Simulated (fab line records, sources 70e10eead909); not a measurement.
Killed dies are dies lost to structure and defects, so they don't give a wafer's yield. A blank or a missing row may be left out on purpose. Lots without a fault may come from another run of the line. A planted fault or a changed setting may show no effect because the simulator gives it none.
Problem report in the 8D (eight disciplines) form, filled by code | flow nand_harc | the parts of the form that need people (team, actions taken, sign-off) are left out

1. THE PROBLEM
cd_nm at NHARC_P_M0_CD_MEAS_09 reads a mean of 82.5 nm on 6 wafers of 2 lots; wafers without a fault read 90.0 nm with a standard deviation of 0.6. That is -12 standard deviations from the usual mean.
The step: target cd 90 nm.
First seen on wafer L411.1, day 8 13:16, on cd_sem-02. The record holds 33 wafers of 11 lots with a number at this step. Rule for "out", or "out of limits": more than 4 standard deviations from the usual mean. The other wafers with a number count as sound.

2. WHAT IT IS AND WHAT IT IS NOT
question                    | is                     | is not
which readings at this step | cd_nm                  | -
which lots                  | L411, L413             | L401, L405, L406, L408, L412, L415, L418, L421, L422
which wafers of those lots  | all that have a number | -
read on which gauges        | cd_sem-02              | cd_sem-01, cd_sem-03
when                        | from day 8 13:16       | up to then (12 sound wafers); but 15 sound wafers of L412, L415, L418, L421, L422 came after

3. SUSPECTS, AND WHAT RULES EACH OUT
Counting: a tool at a process step up to the reading stays a suspect if it ran every lot that is out and no sound lot after the first of them.
- the gauge at NHARC_P_M0_CD_MEAS_09: ruled out. All the wafers that are out were read on cd_sem-02, but those of them that NHARC_P_M0_PEB_07 has rows for are out there too, on other tools.
- litho_track-04 at NHARC_P_M0_PEB_07 (peb time 65 s): kept. It ran every lot that is out, first L411 (day 8 13:11), and no sound lot after that; its last sound lot up to then is L408 (day 7 16:13). Its own readings are out on those wafers: heater_power_total_W, plate_temp_C.
Left after counting: litho_track-04 at NHARC_P_M0_PEB_07.

4. THE CAUSE (what the simulator had put in)
Process parameter drift: litho_track-04, from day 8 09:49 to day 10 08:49, at NHARC_P_M0_PEB_07. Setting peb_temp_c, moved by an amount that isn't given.
Counting left only this tool.

5. THE CHAIN OF EFFECTS, in route order
Each row: a reading whose mean over the struck wafers that have a number lies more than 3 standard deviations from the usual. Only readings for which the record gives a usual standard deviation are gone through. hours: the time from each lot's start at the first step in this table that gives one to its start at this step, as a median over the lots. sigmas: the change in usual standard deviations.
hours | step                  | reading              | usual   | on struck wafers | change | sigmas
0     | NHARC_P_M0_PEB_07     | heater_power_total_W | 156.6 W | 152.5            | -4.1   | -9.7
0     | NHARC_P_M0_PEB_07     | plate_temp_C         | 99.98 C | 98.07            | -1.91  | -15
0     | NHARC_P_M0_CD_MEAS_09 | cd_nm                | 90.0 nm | 82.5             | -7.5   | -12
1     | NHARC_P_M0_CD_MEAS_16 | cd_nm                | 90.1 nm | 82.7             | -7.4   | -9.6
The process steps in it:
- NHARC_P_M0_PEB_07: peb time 65 s.
Later measuring or inspecting steps at which every struck wafer that the step has a row for has a number for every such reading, and none has moved that far: NHARC_END_SORT_01.

6. WHAT WOULD HAVE CAUGHT IT SOONER
In this record the first reading out of limits at a measuring or inspecting step was taken at day 8 13:16, 3 hours after the fault began at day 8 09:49.
The tool's own readings at NHARC_P_M0_PEB_07 were out on every struck wafer that the step has a row for (heater_power_total_W, plate_temp_C): an alarm limit on them would have fired on the first of those.
Of the lots that are out (2), L413 began NHARC_P_M0_PEB_07 on litho_track-04 after day 8 13:16. A hold on the tool at that time would have spared it.
